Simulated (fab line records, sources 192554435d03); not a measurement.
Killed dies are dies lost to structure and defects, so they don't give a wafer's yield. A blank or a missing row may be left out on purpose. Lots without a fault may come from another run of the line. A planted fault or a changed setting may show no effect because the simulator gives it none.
Problem report in the 8D (eight disciplines) form, filled by code | flow n5_finfet | the parts of the form that need people (team, actions taken, sign-off) are left out

1. THE PROBLEM
raw_defect_count at N5_SDB_INSPECT_13 reads a mean of 656 on 1 wafer of 1 lot; wafers without a fault read 72 with a standard deviation of 28. That is +21 standard deviations from the usual mean.
The step: inspects for defects (brightfield).
First seen on wafer L654.2, day 7 16:55, on defect_inspect-02. The record holds 27 wafers of 9 lots with a number at this step. Rule for "out", or "out of limits": more than 4 standard deviations from the usual mean. The other wafers with a number count as sound.

2. WHAT IT IS AND WHAT IT IS NOT
question                    | is                | is not
which readings at this step | raw_defect_count  | -
which lots                  | L654              | L641, L642, L646, L648, L649, L659, L660, L661
which wafers of those lots  | L654.2            | L654.3, L654.6
read on which gauges        | defect_inspect-02 | defect_inspect-01
when                        | from day 7 16:55  | up to then (17 sound wafers); but 9 sound wafers of L659, L660, L661 came after

3. SUSPECTS, AND WHAT RULES EACH OUT
Counting: a tool at a process step up to the reading stays a suspect if it ran every lot that is out. Sound lots after the first of them don't rule it out here, since some wafers of a struck lot are sound.
- the gauge at N5_SDB_INSPECT_13: ruled out. All the wafers that are out were read on defect_inspect-02, but those of them that N5_PASSIVATION_PROBE_49 has rows for are out there too, on other tools.
- rie_diel-03 at N5_SD_EPI_P_ETCH_47 (etches SiOCN in CH3F/O2, target depth 25 nm): kept. It ran the lot that is out, L654 (day 7 06:05); its last sound lot up to then is L646 (day 5 08:01).
- rie_diel-03 at N5_SD_EPI_P_ETCH_16 (etches SiO2 in CHF3/O2, target depth 5 nm): kept. It ran the lot that is out, L654 (day 7 06:11); its last sound lot up to then is L646 (day 5 08:07).
- cmp-02 at N5_ILD0_CMP_07 (polishes SiO2 flowable, stops on poly-Si, t overpolish 1.18 s, target thk 138.88 nm): kept. It ran the lot that is out, L654 (day 7 12:53); its last sound lot up to then is L648 (day 6 01:40).
- pecvd-02 at N5_SDB_HM_DEP_00 (deposits SiNx from SiH4/NH3/N2, target thk 40 nm, time 35.3 s): kept. It ran the lot that is out, L654 (day 7 16:25); its last sound lot up to then is L649 (day 6 11:14).
- Within rie_diel-03 at N5_SD_EPI_P_ETCH_47: the wafers that are out ran in chamber 1; their sound lot-mates ran in chamber 3.
- Within rie_diel-03 at N5_SD_EPI_P_ETCH_16: the wafers that are out ran in chamber 1; their sound lot-mates ran in chamber 3.
- Within pecvd-02 at N5_SDB_HM_DEP_00: the wafers that are out ran in chamber 2; their sound lot-mates ran in chamber 1.
Left after counting: rie_diel-03 at N5_SD_EPI_P_ETCH_47, rie_diel-03 at N5_SD_EPI_P_ETCH_16, cmp-02 at N5_ILD0_CMP_07, pecvd-02 at N5_SDB_HM_DEP_00.

4. THE CAUSE (what the simulator had put in)
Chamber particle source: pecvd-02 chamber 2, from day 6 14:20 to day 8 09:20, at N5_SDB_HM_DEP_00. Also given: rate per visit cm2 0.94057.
Counting left 4 suspects, and this tool is among them.

5. THE CHAIN OF EFFECTS, in route order
Each row: a reading whose mean over the struck wafers that have a number lies more than 3 standard deviations from the usual. Only readings for which the record gives a usual standard deviation are gone through. hours: the time from each lot's start at the first step in this table that gives one to its start at this step, as a median over the lots. sigmas: the change in usual standard deviations.
hours | step                    | reading              | usual  | on struck wafers | change | sigmas
0     | N5_SDB_INSPECT_13       | raw_defect_count     | 72     | 656              | +584   | +21
258   | N5_PASSIVATION_PROBE_49 | defect_limited_yield | 91.6 % | 81.1             | -10.5  | -6.6
258   | N5_PASSIVATION_PROBE_49 | killed_at_front_end  | 38     | 157              | +119   | +9.9
258   | N5_PASSIVATION_PROBE_49 | killed_dies          | 99     | 223              | +124   | +6.9
258   | N5_PASSIVATION_PROBE_49 | sort_bin_5_function  | 4.9 %  | 11.4             | +6.5   | +6.5
258   | N5_PASSIVATION_PROBE_49 | sort_bin_6_memory    | 3.2 %  | 5.6              | +2.4   | +3.3
258   | N5_PASSIVATION_PROBE_49 | sort_n_pass          | 1081   | 957              | -124   | -6.9
258   | N5_PASSIVATION_PROBE_49 | sort_yield_pct       | 91.6 % | 81.1             | -10.5  | -6.6
The process steps in it:
- N5_PASSIVATION_PROBE_49
Later measuring or inspecting steps at which every struck wafer that the step has a row for has a number for every such reading, and none has moved that far: N5_BEOL_M4_RC_MEAS_101.

6. WHAT WOULD HAVE CAUGHT IT SOONER
In this record the first reading out of limits at a measuring or inspecting step was taken at day 7 16:55, 27 hours after the fault began at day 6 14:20.
Of the tool readings at N5_SDB_HM_DEP_00 for which the record gives a usual standard deviation, none was out on any struck wafer, so an alarm limit of 4 standard deviations on them would not have fired.
All the lots that are out (1) had begun N5_SDB_HM_DEP_00 on pecvd-02 by day 7 16:55. A hold on the tool at that time would have spared none of them.
